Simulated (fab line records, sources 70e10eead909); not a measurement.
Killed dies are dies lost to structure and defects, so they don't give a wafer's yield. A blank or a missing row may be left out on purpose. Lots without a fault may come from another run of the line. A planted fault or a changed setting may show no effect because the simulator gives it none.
A struck lot beside a sound one | flow nand_harc | 14 steps out of a route of 1302
Sound: wafers L476.2, L476.3, L476.6. Struck: wafer L467.2. (L467.4, L467.6 of the same lot were not struck and are left out.) The cause comes at the end.
At each step with rows: each side's tool, then ch and its chambers, then its first start. Under that, the readings that differ: sound wafers | struck wafers | difference of the means | sigmas: that difference in standard deviations of wafers without a fault.
alike: readings whose means differ by less than 2 such deviations, and words and numbers that are the same on both sides. not compared: withheld readings, readings that some wafer has no value for, bounds like >300 that may hide the same value, and numbers for which the record gives no deviation and whose values overlap.
The two part at a step that has a row with sigmas, a row that says differs or no value, or rows on one side only. Numbers that don't overlap but have no deviation are shown without sigmas and don't part them. A reading that every wafer of one side lacks parts them only if that side has two wafers or more.

first, 4 steps without rows for these wafers: NHARC_P_CONTACT_EBR_08; NHARC_P_CONTACT_EXPOSE_09 (exposes mask P CA, target cd 90 nm); NHARC_P_CONTACT_PEB_10 (peb time 65 s); NHARC_P_CONTACT_DEVELOP_11 (develop time 35 s).
NHARC_P_CONTACT_CD_MEAS_12: target cd 90 nm.
  sound on cd_sem-01 ch 0, day 12 23:40; struck on cd_sem-01 ch 0, day 8 18:11
  reading    | sound          | struck | difference | sigmas
  cd_nm (nm) | 89.6 90.0 89.6 | 91.3   | +1.6       | +3
NHARC_P_CONTACT_OVL_MEAS_13:
  sound on overlay-01, day 12 23:44; struck on overlay-02, day 8 18:16
  alike: overlay_x_nm, overlay_y_nm
NHARC_P_CONTACT_INSPECT_14:
  sound on defect_inspect-01, day 12 23:47; struck on defect_inspect-02, day 8 18:18
  alike: raw_defect_count
NHARC_P_CONTACT_DESCUM_17: chemistry O2, time 3 s.
  sound on rie_diel-10 ch 0,2,3, day 12 23:52; struck on rie_diel-11 ch 2, day 8 18:22
  alike: drypump_motor_current_A, oes_product_au, rf_vpp_V, showerhead_plenum_p_Torr, throttle_valve_pct
  not compared: rf_hours_counter_h
NHARC_P_CONTACT_ETCH_35: etches the open film in CF4, target depth 39 nm, time 65 s.
  sound on rie_diel-10 ch 0,2, day 12 23:56; struck on rie_diel-11 ch 1, day 8 18:27
  alike: bias_w, cf4_flow_sccm, drypump_motor_current_A, oes_product_au, rf_vpp_V, run_length_s, showerhead_plenum_p_Torr, throttle_valve_pct
  not compared: rf_hours_counter_h
NHARC_P_CONTACT_ETCH_36: etches the open film in N2/H2, target depth 260 nm, time 406.25 s.
  sound on rie_diel-10 ch 1,3; struck on rie_diel-11 ch 2
  reading          | sound             | struck | difference | sigmas
  run_length_s (s) | 427.4 427.6 428.0 | 428.7  | +1.0       | +2
  alike: bias_w, drypump_motor_current_A, oes_product_au, rf_vpp_V, showerhead_plenum_p_Torr, throttle_valve_pct
  not compared: rf_hours_counter_h
NHARC_P_CONTACT_ETCH_18: etches the open film in C4F8/O2/Ar, target depth 481 nm, time 240.5 s.
  sound on rie_diel-10 ch 0,3; struck on rie_diel-11 ch 2
  alike: bias_w, oes_product_au, rf_vpp_V, run_length_s
  not compared: rf_hours_counter_h
then, 1 step without rows for these wafers: NHARC_P_CONTACT_STRIP_37 (strips in C4F8/O2/Ar).
NHARC_P_CONTACT_ETCH_31: etches the open film in CH3F/O2, target depth 30 nm, time 85.7 s.
  sound on rie_diel-10 ch 0,1, day 13 00:35; struck on rie_diel-11 ch 0, day 8 19:07
  reading          | sound             | struck | difference | sigmas
  run_length_s (s) | 107.3 107.8 107.4 | 61.2   | -46.3      | -99 or more
  alike: drypump_motor_current_A, oes_product_au, rf_vpp_V, showerhead_plenum_p_Torr, throttle_valve_pct
  not compared: bias_w, rf_hours_counter_h
NHARC_P_CONTACT_CD_MEAS_19:
  sound on cd_sem-03, day 13 00:44; struck on cd_sem-02, day 8 19:14
  alike: cd_nm

WHERE THEY PART
First at NHARC_P_CONTACT_CD_MEAS_12; last, within this record, at NHARC_P_CONTACT_ETCH_31. Later steps at which nothing parts them and some readings are alike: NHARC_P_CONTACT_CD_MEAS_19.

WHY: what the simulator had put in
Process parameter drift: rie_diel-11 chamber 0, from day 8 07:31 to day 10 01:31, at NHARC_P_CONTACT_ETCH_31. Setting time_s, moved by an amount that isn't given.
